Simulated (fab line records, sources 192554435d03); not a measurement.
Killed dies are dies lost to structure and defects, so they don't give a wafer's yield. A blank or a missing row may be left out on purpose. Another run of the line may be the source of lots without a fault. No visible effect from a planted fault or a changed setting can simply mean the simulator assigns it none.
Split-lot study || flow n5Finfet || 21 wafers read from 7 lots, route of 1938 steps

THE SPLIT
At N5_FIN_SAQP_ETCH_65 (etches SiO2 in CF4, target depth 4 nm, time 4.4 s), the setting timeS was moved away from the recipe's 4.4 s on 5 of the 21 wafers read, by -22.4% to -6.3%. The other wafers ran this setting at the recipe's value.

The split's own step is where the reading is taken.

THE READING
etch.depthNm (the simulator's own value, which no gauge read), in nm, at N5_FIN_SAQP_ETCH_65 (etches SiO2 in CF4, target depth 4 nm, time 4.4 s). There is no usual value for it anywhere in the file. Across the 16 wafers here that went through the recipe, the average is 3.970 nm and the standard deviation 0.047 nm.

{"wafer": "L074.1", "tool, chamber at the split": "rieSi-04, 3", "timeS as run, s": 4.4, "against the recipe": "recipe", "etch.depthNm, nm": 3.899, "against lot-mates on the recipe": "-"}
{"wafer": "L074.3", "tool, chamber at the split": "rieSi-04, 1", "timeS as run, s": 4.4, "against the recipe": "recipe", "etch.depthNm, nm": 4.042, "against lot-mates on the recipe": "-"}
{"wafer": "L074.5", "tool, chamber at the split": "rieSi-04, 0", "timeS as run, s": 3.414, "against the recipe": "-22.4%", "etch.depthNm, nm": 3.1, "against lot-mates on the recipe": -0.870}
{"wafer": "L075.1", "tool, chamber at the split": "rieSi-03, 2", "timeS as run, s": 4.4, "against the recipe": "recipe", "etch.depthNm, nm": 4.047, "against lot-mates on the recipe": "-"}
{"wafer": "L075.3", "tool, chamber at the split": "rieSi-03, 3", "timeS as run, s": 4.4, "against the recipe": "recipe", "etch.depthNm, nm": 4, "against lot-mates on the recipe": "-"}
{"wafer": "L075.6", "tool, chamber at the split": "rieSi-03, 1", "timeS as run, s": 4.4, "against the recipe": "recipe", "etch.depthNm, nm": 3.969, "against lot-mates on the recipe": "-"}
{"wafer": "L076.3", "tool, chamber at the split": "rieSi-01, 3", "timeS as run, s": 4.4, "against the recipe": "recipe", "etch.depthNm, nm": 3.962, "against lot-mates on the recipe": "-"}
{"wafer": "L076.5", "tool, chamber at the split": "rieSi-01, 0", "timeS as run, s": 4.4, "against the recipe": "recipe", "etch.depthNm, nm": 4.072, "against lot-mates on the recipe": "-"}
{"wafer": "L076.6", "tool, chamber at the split": "rieSi-01, 1", "timeS as run, s": 4.123, "against the recipe": "-6.3%", "etch.depthNm, nm": 3.725, "against lot-mates on the recipe": -0.292}
{"wafer": "L079.1", "tool, chamber at the split": "rieSi-04, 2", "timeS as run, s": 4.4, "against the recipe": "recipe", "etch.depthNm, nm": 3.98, "against lot-mates on the recipe": "-"}
{"wafer": "L079.5", "tool, chamber at the split": "rieSi-04, 1", "timeS as run, s": 3.508, "against the recipe": "-20.3%", "etch.depthNm, nm": 3.204, "against lot-mates on the recipe": -0.767}
{"wafer": "L079.6", "tool, chamber at the split": "rieSi-04, 2", "timeS as run, s": 4.4, "against the recipe": "recipe", "etch.depthNm, nm": 3.963, "against lot-mates on the recipe": "-"}
{"wafer": "L089.2", "tool, chamber at the split": "rieSi-04, 2", "timeS as run, s": 4.4, "against the recipe": "recipe", "etch.depthNm, nm": 3.951, "against lot-mates on the recipe": "-"}
{"wafer": "L089.4", "tool, chamber at the split": "rieSi-04, 0", "timeS as run, s": 4.4, "against the recipe": "recipe", "etch.depthNm, nm": 3.968, "against lot-mates on the recipe": "-"}
{"wafer": "L089.5", "tool, chamber at the split": "rieSi-04, 0", "timeS as run, s": 4.4, "against the recipe": "recipe", "etch.depthNm, nm": 3.945, "against lot-mates on the recipe": "-"}
{"wafer": "L091.1", "tool, chamber at the split": "rieSi-04, 3", "timeS as run, s": 4.4, "against the recipe": "recipe", "etch.depthNm, nm": 3.913, "against lot-mates on the recipe": "-"}
{"wafer": "L091.3", "tool, chamber at the split": "rieSi-04, 2", "timeS as run, s": 4.4, "against the recipe": "recipe", "etch.depthNm, nm": 3.937, "against lot-mates on the recipe": "-"}
{"wafer": "L091.5", "tool, chamber at the split": "rieSi-04, 2", "timeS as run, s": 4.4, "against the recipe": "recipe", "etch.depthNm, nm": 3.934, "against lot-mates on the recipe": "-"}
{"wafer": "L096.2", "tool, chamber at the split": "rieSi-01, 1", "timeS as run, s": 4.4, "against the recipe": "recipe", "etch.depthNm, nm": 3.939, "against lot-mates on the recipe": "-"}
{"wafer": "L096.3", "tool, chamber at the split": "rieSi-01, 3", "timeS as run, s": 3.579, "against the recipe": "-18.7%", "etch.depthNm, nm": 3.214, "against lot-mates on the recipe": -0.725}
{"wafer": "L096.5", "tool, chamber at the split": "rieSi-01, 1", "timeS as run, s": 3.579, "against the recipe": "-18.7%", "etch.depthNm, nm": 3.198, "against lot-mates on the recipe": -0.741}

FIT RESULTS
A straight line over all 21 wafers: etch.depthNm changes by +0.0395 nm for each +1% of timeS; r = +0.99; the points scatter about the line by 0.045 nm.
The same after taking each lot's own level away (the mean of its wafers on the recipe; 21 wafers): +0.0389 nm for each +1%; r = +0.99; scatter 0.035 nm.
On that fit, the largest move of timeS shifts the reading by 0.87 nm.
Across the lots, their own levels run from 3.9280 to 4.0170 nm, a range of 1.9 times the standard deviation given above.
Consequently the slope shifts little with the lot-to-lot level, the two slopes agreeing.
Check: for one of the wafers moved furthest among these (-22.4%), held out of the fit, the line's prediction against its lot-mates is -0.874 nm. Against them it came out at -0.87 nm.

FURTHER SPLITS ON THESE WAFERS
Note: prior to the reading, these wafers also went through further splits. Each is held against what the fit with the lots' levels taken away leaves over:
{"other split on the same wafers": "N5_WELL_APT_COAT_02 spinRpm", "wafers away from the commonest value": 8, "r with etch.depthNm (lot level and that fit taken away)": -0.05}
{"other split on the same wafers": "N5_WELL_APT_COAT_19 spinRpm", "wafers away from the commonest value": 8, "r with etch.depthNm (lot level and that fit taken away)": "+0.06"}
{"other split on the same wafers": "N5_WELL_APT_PEB_23 pebTempC", "wafers away from the commonest value": 9, "r with etch.depthNm (lot level and that fit taken away)": "+0.17"}
{"other split on the same wafers": "N5_FIN_SAQP_SPACER1_ALD_24 aldCycles", "wafers away from the commonest value": 8, "r with etch.depthNm (lot level and that fit taken away)": -0.06}

THE FILE'S OWN FIT
etch.depthNm changes by +0.0389 nm for each +1% of timeS, r = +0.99.
